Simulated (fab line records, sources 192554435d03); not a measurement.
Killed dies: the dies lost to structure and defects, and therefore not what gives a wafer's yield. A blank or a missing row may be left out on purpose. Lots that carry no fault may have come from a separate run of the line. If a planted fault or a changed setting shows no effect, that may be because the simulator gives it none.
Matching of chambers	flow n5 finfet	N5_BEOL_M1_ETCH_70 on rie diel-03 has 4 sister chambers
The step etches SOC in N2/H2, target depth 80 nm, overetch 16 nm, time 120 s. 18 wafers are shown with their chamber, then 9 later ones without.

== EACH WAFER AND ITS CHAMBER ==
wafer	chamber	showerhead plenum p Torr (Torr)	drypump motor current A (A)	throttle valve pct (%)
L074.3	1	2.44	6.1	17.56
L074.4	3	2.60	5.3	17.83
L074.5	1	2.44	6.1	17.57
L076.1	0	2.52	5.6	17.99
L076.4	1	2.44	6.1	17.58
L076.6	3	2.60	5.4	17.84
L077.1	2	2.65	5.0	17.84
L077.2	1	2.44	6.1	17.58
L077.5	1	2.44	6.1	17.58
L078.1	2	2.65	5.0	17.82
L078.3	1	2.44	6.2	17.58
L078.4	0	2.52	5.6	18.01
L083.1	0	2.52	5.6	18.04
L083.5	3	2.59	5.4	17.86
L083.6	0	2.52	5.6	18.02
L084.3	1	2.44	6.1	17.59
L084.5	1	2.44	6.1	17.59
L084.6	2	2.65	5.0	17.86

SIGNATURES, as means of the wafers listed above
reading	chamber 0	chamber 1	chamber 2	chamber 3	scatter within a chamber
showerhead plenum p Torr	2.5200	2.4400	2.6500	2.5967	0.00218
drypump motor current A	5.600	6.112	5.000	5.367	0.0332
throttle valve pct	18.0150	17.5787	17.8400	17.8433	0.0152
Rule: for a wafer and a chamber, the distance is found by dividing, reading by reading, the gap between the wafer's reading and the chamber's mean by the reading's scatter, squaring, summing and taking the root. If the next closest chamber is less than 2 further off than the closest, the wafer can't be placed; otherwise it belongs to the closest. The scatter is the square root of a quotient: the sum, over the shown wafers, of each reading's squared deviation from its chamber's mean, divided by wafers minus chambers.

== WAFERS MISSING THEIR CHAMBER ==
wafer	showerhead plenum p Torr (Torr)	drypump motor current A (A)	throttle valve pct (%)
L087.3	2.59	5.4	17.86
L087.4	2.43	6.1	17.58
L087.6	2.59	5.4	17.87
L091.1	2.51	5.5	18.05
L091.3	2.43	6.1	17.60
L091.4	2.64	5.0	17.87
L094.1	2.63	5.0	17.90
L094.2	2.51	5.6	18.08
L094.6	2.58	5.4	17.89

== EACH ONE'S CHAMBER ==
wafer	from the rows above	in truth
L087.3	3	3
L087.4	1	1
L087.6	3	3
L091.1	0	0
L091.3	1	1
L091.4	2	2
L094.1	2	2
L094.2	0	0
L094.6	3	3
Correctly placed: 9 of 9. Number that these rows cannot place: 0. 0 placed wrongly.
